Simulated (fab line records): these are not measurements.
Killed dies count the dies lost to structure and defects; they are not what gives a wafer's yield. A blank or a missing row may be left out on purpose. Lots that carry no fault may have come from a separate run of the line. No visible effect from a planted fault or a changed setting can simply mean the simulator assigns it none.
Chamber matching    flow n5 finfet    cmp-02 running N5_GATE_CUT_CMP_61: 4 sister chambers
The step polishes, stops on SiNx, t overpolish 3 s. 18 wafers are shown with their chamber, then 9 later ones without.

WAFERS, EACH WITH ITS CHAMBER
wafer   chamber  motor current A (A)  head pressure psi (psi)
L074.1  0        11.7                 4.009
L074.4  1        12.3                 3.999
L074.6  0        12.6                 3.993
L077.2  1        12.6                 4.018
L077.3  0        12.5                 4.005
L077.5  3        13.6                 3.990
L078.2  1        12.4                 4.000
L078.4  3        13.3                 3.997
L078.5  0        11.9                 3.996
L081.3  0        11.4                 4.028
L081.5  1        12.0                 3.968
L081.6  0        13.2                 4.000
L084.1  1        12.4                 4.019
L084.4  0        11.5                 4.002
L084.5  3        13.3                 3.997
L087.1  2        12.2                 4.006
L087.2  3        13.5                 3.998
L087.6  3        13.7                 3.992

SIGNATURES (averages over the wafers above)
reading            chamber 0  chamber 1  chamber 2  chamber 3  scatter within a chamber
motor current A    12.114     12.340     12.200     13.480     0.462
head pressure psi  4.00471    4.00080    4.00600    3.99480    0.0135
Rule: a wafer lies at a distance from a chamber equal to the root of the sum of squares, over the readings, of (its reading less the chamber's mean, divided by the reading's scatter). If the next closest chamber is less than 2 further off than the closest, the wafer can't be placed; otherwise it belongs to the closest. The scatter: the root of (the sum of the squares of (reading less its chamber's mean) over the shown wafers, divided by (wafers less chambers)).

WAFERS MISSING THEIR CHAMBER
wafer   motor current A (A)  head pressure psi (psi)
L089.1  12.0                 3.996
L089.2  13.6                 4.005
L089.4  12.7                 4.004
L090.3  12.1                 4.000
L090.4  13.8                 3.985
L090.6  11.9                 3.999
L091.3  12.6                 4.006
L091.4  11.8                 3.988
L091.5  13.6                 3.998

WHICH CHAMBER EACH WENT THROUGH
wafer   from the rows above                in truth
L089.1  can't be placed: 0 or 1 or 2       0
L089.2  can't be placed: 3 or 1            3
L089.4  can't be placed: 1 or 2 or 0 or 3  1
L090.3  can't be placed: 0 or 2 or 1       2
L090.4  3                                  3
L090.6  can't be placed: 0 or 2 or 1       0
L091.3  can't be placed: 1 or 2 or 0 or 3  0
L091.4  can't be placed: 0 or 1 or 2       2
L091.5  3                                  3
Correct placement for 2 of the 9. These rows do not allow placing 7 (true chamber among the candidates in 7). Wrongly placed: 0.
